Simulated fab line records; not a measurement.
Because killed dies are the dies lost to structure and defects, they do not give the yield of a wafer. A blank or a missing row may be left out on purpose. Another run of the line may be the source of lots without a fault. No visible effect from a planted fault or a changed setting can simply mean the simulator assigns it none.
Matching of chambers / flow n5_finfet / cvd_co-02 running N5_BEOL_M10_CVD_75: 3 sister chambers
The step deposits Co from CCTBA/H2, target thk 2 nm, time 138.9 s. 18 wafers are shown with their chamber, then 9 later ones without.

== WAFERS, EACH WITH ITS CHAMBER ==
wafer=L582.2; chamber=0; run_length_s (s)=162.0
wafer=L582.3; chamber=1; run_length_s (s)=162.3
wafer=L582.5; chamber=1; run_length_s (s)=162.6
wafer=L583.2; chamber=1; run_length_s (s)=162.2
wafer=L583.4; chamber=0; run_length_s (s)=162.0
wafer=L583.6; chamber=2; run_length_s (s)=161.4
wafer=L584.2; chamber=1; run_length_s (s)=161.9
wafer=L584.4; chamber=2; run_length_s (s)=161.5
wafer=L584.5; chamber=1; run_length_s (s)=162.1
wafer=L585.3; chamber=2; run_length_s (s)=161.4
wafer=L585.4; chamber=1; run_length_s (s)=162.3
wafer=L585.5; chamber=0; run_length_s (s)=162.6
wafer=L586.1; chamber=2; run_length_s (s)=161.3
wafer=L586.2; chamber=1; run_length_s (s)=161.7
wafer=L586.6; chamber=2; run_length_s (s)=161.3
wafer=L589.1; chamber=0; run_length_s (s)=162.0
wafer=L589.3; chamber=0; run_length_s (s)=162.0
wafer=L589.6; chamber=0; run_length_s (s)=162.1

SIGNATURES (means of the wafers above)
reading=run_length_s; chamber 0=162.117; chamber 1=162.157; chamber 2=161.380; scatter within a chamber=0.236
Rule: for a wafer and a chamber, the distance is found by dividing, reading by reading, the gap between the wafer's reading and the chamber's mean by the reading's scatter, squaring, summing and taking the root. The wafer belongs to the nearest chamber; if the next one is less than 2 further off, it can't be placed. The scatter: take each reading less its chamber's mean, square it, sum over the shown wafers, divide by the number of wafers less the number of chambers, and take the root.

== WAFERS WHOSE CHAMBER IS MISSING ==
wafer=L588.2; run_length_s (s)=162.0
wafer=L588.3; run_length_s (s)=162.0
wafer=L588.4; run_length_s (s)=161.7
wafer=L592.1; run_length_s (s)=162.4
wafer=L592.4; run_length_s (s)=162.2
wafer=L592.5; run_length_s (s)=161.9
wafer=L604.2; run_length_s (s)=161.5
wafer=L604.3; run_length_s (s)=162.2
wafer=L604.5; run_length_s (s)=161.9

== THE CHAMBER EACH PASSED THROUGH ==
wafer=L588.2; from the rows above=can't be placed: 0 or 1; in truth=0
wafer=L588.3; from the rows above=can't be placed: 0 or 1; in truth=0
wafer=L588.4; from the rows above=can't be placed: 2 or 0 or 1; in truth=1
wafer=L592.1; from the rows above=can't be placed: 1 or 0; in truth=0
wafer=L592.4; from the rows above=can't be placed: 1 or 0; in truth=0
wafer=L592.5; from the rows above=can't be placed: 0 or 1 or 2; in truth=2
wafer=L604.2; from the rows above=2; in truth=2
wafer=L604.3; from the rows above=can't be placed: 1 or 0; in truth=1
wafer=L604.5; from the rows above=can't be placed: 0 or 1 or 2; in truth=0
Correctly placed: 1 of 9. Not placeable from these rows: 8 (in 8, the candidates include the true chamber). Wrongly placed: 0.
